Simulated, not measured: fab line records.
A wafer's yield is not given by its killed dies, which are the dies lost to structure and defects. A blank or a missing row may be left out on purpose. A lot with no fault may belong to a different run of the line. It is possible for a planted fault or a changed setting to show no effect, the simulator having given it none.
2 desks, one fault ; flow nandHarc ; only its own numbers are on each desk; what lay behind them is given at the end

## DESK OF THE TOOL OWNER: rieDiel-05
The tool's own readings at NHARC_A_STAIRCASE_TRIM_224 (chemistry O2, time 211.2 s): means of the sampled wafers that have a number, for each lot that ran on this tool. If a lot's mean is further than 4 standard deviations from the usual mean, the lot is out of limits and carries the mark OUT (the distance appears in the brackets).
Columns: A = chamberPressureMTorr at NHARC_A_STAIRCASE_TRIM_224, usual 59.99 mTorr; B = drypumpMotorCurrentA at NHARC_A_STAIRCASE_TRIM_224, usual 6.16 A; C = oesProductAu at NHARC_A_STAIRCASE_TRIM_224, usual 0.998 a.u.; D = rfVppV at NHARC_A_STAIRCASE_TRIM_224, usual 57.8 V; E = showerheadPlenumPTorr at NHARC_A_STAIRCASE_TRIM_224, usual 3.53 Torr; F = throttleValvePct at NHARC_A_STAIRCASE_TRIM_224, usual 17.037 %
lot;first seen here;A;B;C;D;E;F
L510;day 15 14:25;59.99;6.21;1.004;57.8;3.35;17.036
L512;day 17 06:25;60.01;6.03;1.005;58.9;3.43;17.033
L513;day 17 12:16;59.98;6.10;0.994;57.8;3.42;17.031
L516;day 18 15:35;59.99;6.13;1.001;58.3;3.55;17.043
L518;day 19 16:04;60.01;6.12;1.008;58.6;3.55;17.037
L526;day 22 12:01;59.93;6.11;0.989;57.9;3.36;17.025
L527;day 23 06:13;59.97;6.26;0.986;58.3;3.57;17.038
L533;day 26 12:35;59.99;6.12;0.999;57.7;3.54;17.036
This desk's verdict: no lot among the 8 shows anything out of limits.

## FROM THE METROLOGY DESK
Lot by lot, what the gauges showed, no matter which tool ran the lot: averages of those sampled wafers that carry a number. If a lot's mean is further than 4 standard deviations from the usual mean, the lot is out of limits and carries the mark OUT (the distance appears in the brackets).
Columns: A = cdNm at NHARC_A_SGD_CUT_CD_MEAS_09, usual 100.0 nm
lot;first seen here;A
L510;day 18 17:49;100.7
L511;day 19 15:02;101.4
L512;day 20 05:50;99.1
L514;day 20 17:05;99.9
L513;day 20 18:16;100.2
L516;day 21 19:13;100.0
L517;day 21 19:23;98.8
L518;day 22 14:38;100.1
L526;day 25 14:17;99.9
L527;day 26 16:11;99.6
L532;day 28 13:59;99.7
L533;day 29 17:22;100.0
This desk's verdict: no lot among the 12 shows anything out of limits.

## TAKEN TOGETHER
The tool owner's desk saw nothing out of limits.
The metrology desk saw nothing out of limits.

## WHAT THE SIMULATOR PUT IN
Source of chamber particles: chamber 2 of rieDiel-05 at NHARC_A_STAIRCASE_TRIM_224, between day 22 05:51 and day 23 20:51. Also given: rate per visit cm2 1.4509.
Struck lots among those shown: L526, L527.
